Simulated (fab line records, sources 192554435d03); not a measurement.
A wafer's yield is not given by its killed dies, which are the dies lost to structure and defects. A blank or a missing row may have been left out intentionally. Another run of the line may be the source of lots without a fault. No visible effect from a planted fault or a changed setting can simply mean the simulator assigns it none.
Chamber matching    flow n5-finfet    rie-diel-03 running N5_BEOL_M13_TRENCH_ETCH_34: 4 sister chambers
The step etches SiOC in C4F8/O2/Ar, target depth 413.47 nm, time 162.6 s. 30 wafers are shown with their chamber, then 12 later ones without.

## EACH WAFER AND ITS CHAMBER
wafer   chamber  showerhead-plenum-p-Torr (Torr)  drypump-motor-current-A (A)  throttle-valve-pct (%)
L078.1  1        3.54                             6.2                          24.18
L078.3  3        3.46                             6.2                          24.03
L078.5  0        3.29                             6.2                          23.90
L080.1  3        3.46                             6.2                          24.04
L080.4  3        3.46                             6.2                          24.04
L080.6  0        3.28                             6.2                          23.90
L081.1  3        3.45                             6.2                          24.03
L081.2  2        3.41                             5.4                          24.15
L081.3  0        3.28                             6.2                          23.90
L081.4  1        3.54                             6.2                          24.20
L081.5  0        3.28                             6.2                          23.90
L081.6  3        3.45                             6.2                          24.04
L082.2  0        3.28                             6.2                          23.92
L082.3  3        3.45                             6.2                          24.05
L082.6  0        3.28                             6.2                          23.91
L084.1  0        3.28                             6.2                          23.92
L084.2  3        3.45                             6.3                          24.06
L084.3  2        3.40                             5.5                          24.16
L084.4  1        3.53                             6.1                          24.21
L084.5  3        3.45                             6.2                          24.02
L084.6  2        3.40                             5.5                          24.17
L085.2  2        3.40                             5.5                          24.18
L085.3  3        3.45                             6.3                          24.05
L085.4  0        3.28                             6.2                          23.91
L088.1  0        3.27                             6.2                          23.94
L088.3  3        3.45                             6.2                          24.07
L088.4  2        3.40                             5.5                          24.18
L092.1  0        3.27                             6.2                          23.94
L092.4  1        3.53                             6.1                          24.22
L092.6  1        3.52                             6.2                          24.22

SIGNATURES (averages over the wafers above)
reading                   chamber 0  chamber 1  chamber 2  chamber 3  scatter within a chamber
showerhead-plenum-p-Torr  3.2790     3.5320     3.4020     3.4530     0.00575
drypump-motor-current-A   6.200      6.160      5.480      6.220      0.0372
throttle-valve-pct        23.9140    24.2060    24.1680    24.0430    0.0153
Rule: distance of a wafer from a chamber = root of the sum over the readings of ((wafer's reading minus chamber's mean) / reading's scatter) squared. The wafer belongs to the nearest chamber; if the next one is less than 2 further off, it can't be placed. The scatter is the square root of a quotient: the sum, over the shown wafers, of each reading's squared deviation from its chamber's mean, divided by wafers minus chambers.

## WAFERS WHOSE CHAMBER IS MISSING
wafer   showerhead-plenum-p-Torr (Torr)  drypump-motor-current-A (A)  throttle-valve-pct (%)
L094.1  3.39                             5.5                          24.18
L094.2  3.52                             6.1                          24.23
L094.6  3.39                             5.4                          24.18
L097.1  3.39                             5.5                          24.19
L097.2  3.44                             6.2                          24.08
L097.5  3.39                             5.5                          24.19
L093.1  3.39                             5.5                          24.19
L093.2  3.52                             6.1                          24.21
L093.3  3.44                             6.3                          24.08
L093.4  3.52                             6.2                          24.24
L093.5  3.44                             6.3                          24.08
L093.6  3.39                             5.5                          24.18

## WHICH CHAMBER EACH WENT THROUGH
wafer   from the rows above  in truth
L094.1  2                    2
L094.2  1                    1
L094.6  2                    2
L097.1  2                    2
L097.2  3                    3
L097.5  2                    2
L093.1  2                    2
L093.2  1                    1
L093.3  3                    3
L093.4  1                    1
L093.5  3                    3
L093.6  2                    2
12 of 12 placed correctly. Number that these rows cannot place: 0. 0 placed wrongly.
